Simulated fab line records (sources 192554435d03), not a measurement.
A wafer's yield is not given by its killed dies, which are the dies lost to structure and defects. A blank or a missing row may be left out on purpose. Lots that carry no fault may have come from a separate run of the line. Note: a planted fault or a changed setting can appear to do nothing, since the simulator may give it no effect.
A lot that was struck, set against a sound lot + flow n5Finfet + 24 out of 1938 route steps
Sound: these wafers, L615.2, L615.5, L615.6. The struck wafers were L613.1, L613.3, L613.5. The cause is given at the end.
Each step with rows lists, per side, the tool, then ch with its chambers, then its first start. Under that, the readings that differ: sound wafers + struck wafers + difference of the means + sigmas: that difference in standard deviations of wafers without a fault.
alike: same words and numbers on both sides, and readings whose means sit less than 2 such deviations apart. not compared: any withheld reading, any reading some wafer has no value for, any bound like >300 that may hide the same value, and any number with overlapping values for which the record gives no deviation.
The two part at a step that has a row with sigmas, a row that says differs or no value, or rows on one side only. Numbers that have no deviation but don't overlap get no sigmas and don't part them. Lack of a reading on every wafer of one side parts them only where that side has two or more wafers.

first, 10 steps without rows for these wafers: N5_DUMMY_GATE_SRD_26 (time 30 s); N5_DUMMY_GATE_UV_OZONE_45 (time 120 s); N5_SPACER0_ALD_07 (deposits SiNx, target thk 2 nm); N5_SPACER0_ALD_00 (deposits SiOCN, target thk 3.5 nm, pulse time 3 s, purge time 2 s); N5_SPACER0_ALD_08 (deposits SiNx, target thk 2 nm); N5_SD_EPI_N_COAT_32 (time 60 s, resist thk 350 nm); N5_SD_EPI_N_COAT_33 (time 60 s, resist thk 35 nm); N5_SD_EPI_N_COAT_03 (resist thk 150 nm); N5_SD_EPI_N_EBR_05; N5_SD_EPI_N_SOFTBAKE_04 (time 60 s).
N5_SD_EPI_N_EXPOSE_06: exposes mask SD N BLK, target cd 120 nm.
  sound on arfiScanner-03 ch 0, day 8 05:47; struck on arfiScanner-02 ch 0, day 7 17:10
| reading           | sound             | struck            | difference | sigmas |
|-------------------|-------------------|-------------------|------------|--------|
| exposureDoseMJCm2 | 40.09 40.11 40.09 | 38.84 38.85 38.81 | -1.26      | -6     |
  alike: mask, focusOffsetNm, stageVelMmS
then, 2 steps without rows for these wafers: N5_SD_EPI_N_PEB_07 (peb time 60 s); N5_SD_EPI_N_DEVELOP_08 (develop time 30 s).
N5_SD_EPI_N_DESCUM_14: chemistry O2, time 7.9 s.
  sound on rieDiel-01 ch 1,2,3, day 8 05:59; struck on rieDiel-04 ch 0,3, day 7 17:35
| reading                  | sound             | struck        | difference | sigmas |
|--------------------------|-------------------|---------------|------------|--------|
| model.SD_EPI_N.cdNm (nm) | 121.2 120.4 120.4 | 119 119 118.6 | -2         |        |
  alike: drypumpMotorCurrentA, oesProductAu, rfFwdPowerW, rfVppV, showerheadPlenumPTorr, throttleValvePct
  not compared: rfHoursCounterH
then, 7 steps without rows for these wafers: N5_SD_EPI_N_ETCH_34 (etches SiARC in CF4, target depth 45.5 nm, time 75.8 s); N5_SD_EPI_N_ETCH_35 (etches SOC in N2/H2, overetch 108 nm, time 486 s); N5_SD_EPI_N_STRIP_36 (strips in N2/H2); N5_SD_EPI_N_ETCHBACK_44 (etches SiNx in CH3F/O2, stops on SiO2, target depth 14.5 nm); N5_SD_EPI_N_ETCH_45 (etches SiOCN in CH3F/O2, target depth 6 nm); N5_SD_EPI_N_ETCH_16 (etches SiO2 in CHF3/O2, target depth 5 nm); N5_SD_EPI_N_STRIP_47 (strips in CHF3/O2).
N5_SD_EPI_N_SD_RECESS_17: chemistry HBr/Cl2/O2, target depth 41 nm, time 23.7 s, bt time 3 s.
  sound on rieSi-03 ch 0,3, day 8 06:41; struck on rieSi-02 ch 0,1,3, day 7 18:16
| reading                  | sound           | struck            | difference | sigmas |
|--------------------------|-----------------|-------------------|------------|--------|
| drypumpMotorCurrentA (A) | 4.7 5.3 4.7     | 5.9 6.8 6.4       | +1.5       | +2     |
| model.SD_EPI_N.cdNm (nm) | 122.6 121.2 121 | 118.4 118.8 118.4 | -3.1       |        |
  alike: biasW, oesProductAu, rfFwdPowerW, throttleValvePct
  not compared: rfHoursCounterH
then, 1 step without rows for these wafers: N5_SD_EPI_N_STRIP_38 (strips in N2/H2).
-- the record jumps here: 5 days lie between the struck wafers' starts before and after (it left off in module SD_EPI_N and takes up again in module BEOL_M4, whose first step shown is number 1111 of the route) --
N5_BEOL_M4_RC_MEAS_101:
  sound on prober-01 ch 0, day 13 14:21; struck on prober-01 ch 0, day 12 23:48
  alike: DIBL_N, DIBL_P, IOFF_N, IOFF_P, ION_N, ION_P, SS_N, SS_P, VT_N, VT_P

== WHERE THEY PART ==
At N5_SD_EPI_N_EXPOSE_06 first; at N5_SD_EPI_N_SD_RECESS_17 last (within this record only). Later steps at which nothing parts them and some readings are alike: N5_BEOL_M4_RC_MEAS_101.

WHY: what the simulator had put in
Drift in process parameters on arfiScanner-02 at N5_SD_EPI_N_EXPOSE_06, starting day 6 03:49. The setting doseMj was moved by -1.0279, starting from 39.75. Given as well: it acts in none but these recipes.
